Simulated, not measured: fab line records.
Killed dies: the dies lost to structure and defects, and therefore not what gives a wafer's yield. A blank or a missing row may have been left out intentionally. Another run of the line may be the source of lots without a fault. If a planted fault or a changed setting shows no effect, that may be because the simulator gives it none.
Which tool was responsible?	flow n5-finfet	7 lots with 19 wafers sampled at 8 steps, on a route of 1938 steps

WHAT THE GAUGES READ, wafer by wafer
N5_BEOL_M6_OVL_MEAS_29.
lot	measured	on	V5_OVL (nm)
L739	day 9 04:19	overlay-02	-1.2 -1.8 -1.0
L742	day 9 23:04	overlay-02	-1.0 -0.6 -0.7
L746	day 10 14:02	overlay-01	-1.0 -0.5
L754	day 12 19:59	overlay-01	-1.1 -0.5
L757	day 13 22:51	overlay-01	-0.4 0.1 0.0
L759	day 14 17:50	overlay-01	0.7 -0.9 -0.7
L761	day 15 05:01	overlay-02	0.5 0.1 -0.4

N5_BEOL_M6_OCD_MEAS_38.
lot	measured	on	trench-depth-nm (nm)
L739	day 9 05:20	ocd-02	93.8 94.2 94.1
L742	day 9 23:34	ocd-02	93.5 93.0 95.4
L746	day 10 14:37	ocd-01	93.0 93.1
L754	day 12 21:04	ocd-02	124.5 93.8
L757	day 13 23:26	ocd-01	99.1 95.8 93.2
L759	day 14 18:28	ocd-02	96.3 94.2 94.0
L761	day 15 05:32	ocd-01	95.5 88.6 94.6

N5_BEOL_M6_THK_MEAS_53: measures by xrf.
lot	measured	on	M6_THK (nm)
L739	day 9 08:27	film-metro-01	78.8 80.6 81.0
L742	day 10 01:54	film-metro-01	74.9 77.8 80.7
L746	day 10 18:29	film-metro-02	78.5 79.7
L754	day 13 00:14	film-metro-02	105.7 78.7
L757	day 14 03:19	film-metro-01	86.9 82.9 79.8
L759	day 14 22:07	film-metro-01	81.5 79.8 80.6
L761	day 15 09:28	film-metro-01	80.5 75.4 81.6

N5_BEOL_M6_RS_MEAS_57: the measuring method here is four-point-probe.
lot	measured	on	M6_RS (ohm/sq)
L739	day 9 08:35	film-metro-02	0.289 0.282 0.281
L742	day 10 02:02	film-metro-01	0.309 0.295 0.282
L746	day 10 18:37	film-metro-01	0.289 0.284
L754	day 13 00:22	film-metro-02	0.205 0.289
L757	day 14 03:27	film-metro-02	0.261 0.277 0.290
L759	day 14 22:15	film-metro-01	0.280 0.286 0.283
L761	day 15 09:35	film-metro-01	0.280 0.303 0.276

N5_BEOL_M15_RC_MEAS_101.
lot	measured	on	COMB_M10 (S/m)	COMB_M10_max_site (S/m)	COMB_M11 (S/m)	COMB_M12 (S/m)	COMB_M13 (S/m)	COMB_M14 (S/m)	COMB_M15 (S/m)	COMB_M5 (S/m)	COMB_M7 (S/m)	COMB_M8 (S/m)	COMB_M9 (S/m)	SERP_M10 (ohm/um)	SERP_M11 (ohm/um)	SERP_M12 (ohm/um)	SERP_M13 (ohm/um)	SERP_M14 (ohm/um)	SERP_M5 (ohm/um)	SERP_M5_max_site (ohm/um)	SERP_M6 (ohm/um)	SERP_M6_max_site (ohm/um)	SERP_M7 (ohm/um)	SERP_M8 (ohm/um)	SERP_M9 (ohm/um)
L739	day 12 04:24	prober-01	2e-11 1.9e-11 1.4e-11	2.9e-11 2.5e-11 2.4e-11	1.7e-11 1.4e-11 1.3e-11	8.5e-12 5.2e-12 6.5e-12	5e-12 5.4e-12 4.7e-12	4.4e-12 5.1e-12 4.3e-12	2.6e-12 3.1e-12 2.6e-12	3.3e-11 3e-11 3.5e-11	2.9e-11 2.7e-11 2.3e-11	2.1e-11 2.7e-11 2.2e-11	1.7e-11 1.2e-11 1.7e-11	3.11 2.98 3.06	3.19 3.12 3.01	0.608 0.579 0.622	0.314 0.309 0.305	0.162 0.153 0.170	39.5 42.3 42.6	40.7 45.0 45.7	14.0 14.1 12.8	14.8 14.5 13.4	14.0 13.7 13.7	13.7 13.4 13.5	3.07 2.99 3.02
L742	day 13 00:35	prober-01	1.9e-11 1.5e-11 1.5e-11	3.2e-11 2.2e-11 1.9e-11	2e-11 1.4e-11 1.1e-11	5.1e-12 7.7e-12 5.9e-12	4.7e-12 5.4e-12 4.1e-12	4.5e-12 4.9e-12 3.5e-12	3.4e-12 3.1e-12 3.5e-12	6e-11 4e-11 4.3e-11	3.2e-11 2.7e-11 2.1e-11	1.9e-11 2.7e-11 2.1e-11	1.9e-11 1.2e-11 1.2e-11	3.41 3.04 3.16	2.93 3.19 3.01	0.615 0.591 0.600	0.315 0.316 0.300	0.157 0.157 0.154	38.4 36.1 38.1	40.0 37.0 39.2	15.5 15.6 13.9	16.3 16.9 14.5	15.6 14.0 13.3	13.3 14.5 14.4	2.92 2.96 2.97
L746	day 13 17:59	prober-01	1.6e-11 1.8e-11	1.8e-11 2.8e-11	1.5e-11 1.3e-11	5.7e-12 4.7e-12	4.4e-12 6e-12	4.5e-12 3.8e-12	2.3e-12 2.7e-12	3e-11 4.6e-11	1.9e-11 2.8e-11	2.2e-11 2.2e-11	1.4e-11 1.4e-11	2.94 3.01	3.20 2.95	0.622 0.580	0.306 0.313	0.159 0.158	39.1 38.9	41.0 39.3	14.9 14.3	15.2 14.8	15.1 14.4	13.5 14.3	3.23 3.21
L754	day 16 08:13	prober-02	2.2e-11 1.9e-11	2.9e-11 2.8e-11	1.3e-11 1.7e-11	6.9e-12 6.1e-12	4.4e-12 4.2e-12	4.9e-12 4e-12	3.8e-12 2.4e-12	5e-11 4.9e-11	2.8e-11 1.9e-11	3e-11 2.3e-11	1.8e-11 2e-11	3.03 2.84	3.03 3.16	0.625 0.631	0.309 0.310	0.151 0.165	42.0 41.3	43.4 41.8	9.9 13.0	10.3 14.2	13.3 13.6	12.6 14.6	3.05 3.13
L757	day 17 16:18	prober-02	1.7e-11 1.7e-11 1.8e-11	2.2e-11 2.3e-11 2.4e-11	1.2e-11 1.5e-11 1.5e-11	9.7e-12 8.3e-12 9.6e-12	5e-12 6.8e-12 5.1e-12	4.3e-12 4e-12 3.8e-12	2.6e-12 2.6e-12 3.5e-12	3.1e-11 5.2e-11 3.9e-11	2e-11 1.9e-11 2.1e-11	2.5e-11 3.2e-11 2.8e-11	2e-11 1.8e-11 1.4e-11	2.99 2.97 3.05	3.28 3.06 3.09	0.612 0.591 0.622	0.307 0.334 0.311	0.158 0.159 0.170	37.5 35.4 35.4	39.6 36.4 37.8	12.3 13.4 13.9	13.0 13.6 14.3	13.2 13.3 13.9	14.0 13.6 15.1	3.00 3.20 2.98
L759	day 18 05:05	prober-02	1.4e-11 1.2e-11 1.2e-11	1.8e-11 2.4e-11 1.5e-11	1.9e-11 1.6e-11 1.2e-11	8.4e-12 6.9e-12 7.2e-12	7.3e-12 9.3e-12 6.8e-12	4.1e-12 4.9e-12 4.3e-12	4.1e-12 4.4e-12 3.1e-12	2.7e-11 3.1e-11 2.8e-11	2.4e-11 1.8e-11 2.4e-11	2.1e-11 3.2e-11 3.8e-11	1.8e-11 1.6e-11 1.6e-11	3.32 2.96 3.22	3.11 2.92 2.90	0.613 0.641 0.605	0.306 0.315 0.307	0.157 0.157 0.156	42.8 36.3 44.4	44.5 37.6 45.5	14.5 14.2 14.1	14.9 14.8 14.5	13.5 14.6 14.5	14.9 14.2 13.8	3.12 3.03 3.14
L761	day 18 21:01	prober-02	1.8e-11 1.7e-11 2.2e-11	2.5e-11 2.2e-11 2.6e-11	1.5e-11 1.4e-11 1.3e-11	6.5e-12 6.4e-12 6.2e-12	7.5e-12 5.7e-12 5.7e-12	5e-12 5.8e-12 5.3e-12	4.3e-12 2.7e-12 3.8e-12	4.2e-11 3.6e-11 4e-11	3.3e-11 3e-11 3.2e-11	2.2e-11 3.4e-11 2.8e-11	1.6e-11 1.4e-11 1.2e-11	2.93 2.87 2.95	3.24 3.11 2.96	0.640 0.637 0.639	0.320 0.293 0.303	0.159 0.155 0.165	39.7 39.6 41.5	40.9 41.0 42.3	13.9 14.7 14.2	14.5 15.5 15.2	14.0 14.1 14.1	13.5 12.9 13.8	2.83 3.11 3.10

TOOL THAT RAN EACH LOT (tool first, then ch and the chambers of the sampled wafers, then the start)
lot	N5_BEOL_M6_ETCH_66	N5_BEOL_M6_TRENCH_ETCH_37	N5_BEOL_M6_ALD_77
L739	rie-diel-01 ch 0,1,2, day 9 04:59	rie-diel-01 ch 0,1,2, day 9 05:11	ald-metal-04 ch 0,2,3, day 9 06:15
L742	rie-diel-04 ch 2,3, day 9 23:13	rie-diel-04 ch 2,3, day 9 23:25	ald-metal-02 ch 0,2,3, day 10 00:20
L746	rie-diel-01 ch 1, day 10 14:16	rie-diel-01 ch 1, day 10 14:28	ald-metal-02 ch 0,1, day 10 17:02
L754	rie-diel-01 ch 2,3, day 12 20:43	rie-diel-01 ch 2,3, day 12 20:55	ald-metal-03 ch 0, day 12 22:03
L757	rie-diel-04 ch 0,2,3, day 13 23:06	rie-diel-04 ch 0,2,3, day 13 23:17	ald-metal-02 ch 0,2,3, day 14 01:14
L759	rie-diel-04 ch 1,2, day 14 18:07	rie-diel-04 ch 1,2, day 14 18:19	ald-metal-03 ch 0,1, day 14 19:48
L761	rie-diel-02 ch 2,3, day 15 05:11	rie-diel-02 ch 2,3, day 15 05:22	ald-metal-03 ch 0,1,3, day 15 06:43
- N5_BEOL_M6_ETCH_66: etches SOC in N2/H2, target depth 80 nm, overetch 16 nm, time 120 s.
- N5_BEOL_M6_TRENCH_ETCH_37: etches SiCOH lowk in C4F6/O2, target depth 94.435 nm, time 31.5 s.
- N5_BEOL_M6_ALD_77: deposits TaN, target thk 2 nm, pulse time 2 s, purge time 3 s.

WHAT THE TOOLS THEMSELVES READ (means of the sampled wafers that have a number; where no wafer has one, the mark that the record gives instead)
N5_BEOL_M6_ETCH_66.
lot	tool	drypump-motor-current-A (A)	oes-product-au (a.u.)	rf-vpp-V (V)	run-length-s (s)	showerhead-plenum-p-Torr (Torr)	throttle-valve-pct (%)
L739	rie-diel-01	5.9	0.60	522.5	143.1	2.47	17.62
L742	rie-diel-04	5.4	0.58	525.9	142.8	2.62	17.96
L746	rie-diel-01	5.8	0.60	522.2	142.3	2.43	17.44
L754	rie-diel-01	5.5	0.57	522.0	143.3	2.50	17.94
L757	rie-diel-04	5.3	0.61	526.4	142.7	2.64	17.94
L759	rie-diel-04	5.5	0.59	524.5	143.0	2.56	17.91
L761	rie-diel-02	5.2	0.59	524.8	143.1	2.62	18.07

N5_BEOL_M6_TRENCH_ETCH_37.
lot	tool	C4F6_flow_sccm (sccm)	drypump-motor-current-A (A)	oes-product-au (a.u.)	rf-vpp-V (V)	run-length-s (s)	showerhead-plenum-p-Torr (Torr)	throttle-valve-pct (%)
L739	rie-diel-01	10.018	5.9	0.78	653	54.6	2.77	20.76
L742	rie-diel-04	10.008	5.4	0.77	653	54.7	2.92	20.94
L746	rie-diel-01	10.016	5.8	0.78	682	54.1	2.77	20.81
L754	rie-diel-01	9.985	5.5	0.74	670	60.1	2.78	20.91
L757	rie-diel-04	10.011	5.4	0.80	655	54.4	2.94	20.87
L759	rie-diel-04	9.964	5.4	0.78	668	54.6	2.89	21.16
L761	rie-diel-02	10.069	5.2	0.76	661	54.5	2.90	20.96

N5_BEOL_M6_ALD_77.
lot	tool	heater-power-outer-w (W)	heater-power-w (W)	mfc-carrier-sccm (sccm)	precursor-vessel-pressure-torr (Torr)
L739	ald-metal-04	238	435	1500	26.24
L742	ald-metal-02	224	387	1497	26.26
L746	ald-metal-02	252	432	1503	26.29
L754	ald-metal-03	231	432	1501	26.23
L757	ald-metal-02	223	389	1500	26.28
L759	ald-metal-03	211	408	1499	26.29
L761	ald-metal-03	217	422	1500	26.24

THE ANSWER, worked out from the rows above alone
Rule: the usual values come from the lots themselves. The widest of any qualifying gaps counts: lots, ordered by their means at a reading, are off when they make up no more than a third of the lots, leave a main group of 4 or more, and stand apart from it by 3 or more times the standard deviation of that group's means. If all means in a main group match to the digits the tables above print for the reading, that group is not used. Also off: a lot with no number at a reading for which 4 or more lots have one. The other lots that the step has rows for count as sound. After the gauges, taken in route order, come the tools' own readings; for these a lot's mean is taken, as printed above. At the first step where some lot is off, the reading lying furthest off is the one used; lots without a number count as furthest.
Off: L754 (N5_BEOL_M6_OCD_MEAS_38, trench-depth-nm). Mean 94.1 nm and standard deviation 1.1 in the main group.
If a tool, at a process step before that reading, ran all the lots that are off and no sound lot after the first of them, it fits. Not tried: the gauges at N5_BEOL_M6_OCD_MEAS_38; whatever is off there is also off at N5_BEOL_M6_THK_MEAS_53, on other tools, and gauge error can't account for it. One fits: N5_BEOL_M6_ETCH_66 and N5_BEOL_M6_TRENCH_ETCH_37 on rie-diel-01. At N5_BEOL_M6_ETCH_66 its last sound lot is L746 (day 10 14:16), its first lot that is off L754 (day 12 20:43): a fault that began between those two fits.

WHAT THE SIMULATOR PUT IN
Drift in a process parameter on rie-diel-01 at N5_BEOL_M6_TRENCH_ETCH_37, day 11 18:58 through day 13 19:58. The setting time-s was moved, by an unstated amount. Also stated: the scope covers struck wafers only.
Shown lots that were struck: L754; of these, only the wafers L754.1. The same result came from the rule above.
